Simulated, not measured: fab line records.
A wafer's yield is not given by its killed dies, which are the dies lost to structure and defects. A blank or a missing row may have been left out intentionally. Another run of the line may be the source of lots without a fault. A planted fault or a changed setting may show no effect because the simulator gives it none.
Problem report in the 8D (eight disciplines) form, filled by code -- flow n5-finfet -- the parts of the form that need people (team, actions taken, sign-off) are left out

## 1. THE ISSUE
Wafers without a fault read 1500.0 rpm, standard deviation 0.87; spin-speed-rpm at N5_BEOL_M1_COAT_62 reads a mean of 1748.7 rpm on 6 wafers belonging to 2 lots. That is +99 or more standard deviations from the usual mean.
The step: time 60 s, resist thk 12 nm.
Seen first at day 8 05:59 on litho-track-03, wafer L844.1. The record holds 25 wafers of 9 lots with a number at this step. Rule for "out", or "out of limits": more than 4 standard deviations from the usual mean. All remaining wafers that have a number are taken as sound.

## 2. WHAT IT IS, WHAT IT ISN'T
question,is,is not
which readings at this step,spin-speed-rpm,-
which lots,"L844, L845","L838, L842, L846, L854, L855, L857, L858"
which wafers of those lots,all that have a number,-
read on which tools,litho-track-03,"litho-track-01, litho-track-02"
when,from day 8 05:59,"up to then (5 sound wafers); but 14 sound wafers of L846, L854, L855, L857, L858 came after"

## 3. SUSPECTS, AND WHAT RULES EACH OUT
Counting: a tool at any process step up to the reading remains a suspect when it ran all the lots that are out and ran no sound lot after the first of those.
- litho-track-03 at N5_BEOL_M1_COAT_62 (time 60 s, resist thk 12 nm): ruled out as a lasting fault. After its first lot that is out, L844 (day 8 05:59), sound lots L858 ran on it.
Left after counting: nothing in the record.

## 4. THE CAUSE (what the simulator had put in)
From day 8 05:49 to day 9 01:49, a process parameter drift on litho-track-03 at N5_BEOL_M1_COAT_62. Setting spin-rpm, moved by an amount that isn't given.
Counting ruled it out, wrongly.

## 5. THE CHAIN OF EFFECTS, in route order
One row per reading whose mean, taken over the struck wafers that have a number, lies over 3 standard deviations from the usual. Only readings for which the record gives a usual standard deviation are gone through. hours: the time from each lot's start at the first step in this table that gives one to its start at this step, as a median over the lots. sigmas: the change in usual standard deviations.
hours,step,reading,usual,on struck wafers,change,sigmas
0,N5_BEOL_M1_COAT_62,spin-speed-rpm,1500.0 rpm,1748.7,+248.7,+99 or more
Its process steps:
- N5_BEOL_M1_COAT_62: time 60 s, resist thk 12 nm.
At these later measuring or inspecting steps, every struck wafer for which the step has a row has a number for every such reading, and none has moved that far: N5_BEOL_M4_RC_MEAS_101.

## 6. HOW IT WOULD HAVE BEEN CAUGHT EARLIER
The fault began at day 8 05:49; the first out-of-limits reading in this record came at day 8 05:59, 0 hours later.
